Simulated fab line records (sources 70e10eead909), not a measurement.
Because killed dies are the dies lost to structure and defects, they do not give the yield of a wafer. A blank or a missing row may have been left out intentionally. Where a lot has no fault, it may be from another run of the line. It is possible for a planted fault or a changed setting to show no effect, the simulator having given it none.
Chamber matching | flow nand_harc | 3 sister chambers for NHARC_A_M1_DEP_33 on pecvd-01
The step deposits SiCN, target thk 30 nm. 3 wafers are shown with their chamber, then 9 later ones without.

## WAFERS, EACH WITH ITS CHAMBER
wafer  | chamber | heater_power_w (W)
L082.1 | 1       | 496
L082.2 | 2       | 508
L082.3 | 0       | 699

## WAFERS MISSING THEIR CHAMBER
wafer  | heater_power_w (W)
L086.1 | 669
L086.2 | 558
L086.5 | 666
L091.2 | 640
L091.3 | 447
L091.4 | 689
L096.1 | 602
L096.2 | 501
L096.5 | 664

## WHICH CHAMBER EACH WENT THROUGH
wafer  | from the rows above          | in truth
L086.1 | 0                            | 0
L086.2 | can't be placed: 2 or 1 or 0 | 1
L086.5 | 0                            | 0
L091.2 | can't be placed: 0 or 2 or 1 | 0
L091.3 | can't be placed: 1 or 2      | 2
L091.4 | 0                            | 0
L096.1 | can't be placed: 2 or 0 or 1 | 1
L096.2 | can't be placed: 1 or 2      | 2
L096.5 | 0                            | 0
4 of 9 placed correctly. Unplaceable from these rows: 5, with the true chamber sitting among the candidates in 5. 0 placed wrongly.
How it was worked out, from the rows above alone: a wafer's distance from a chamber is the root of the sum, over the readings, of the square of ((its reading less the chamber's mean) divided by the reading's scatter). If the next closest chamber is less than 2 further off than the closest, the wafer can't be placed; otherwise it belongs to the closest. A chamber's mean is the mean of its shown wafers. The scatter (one wafer shown for each chamber): square how far every hidden wafer sits from the nearest shown wafer, average those squares and take the square root.
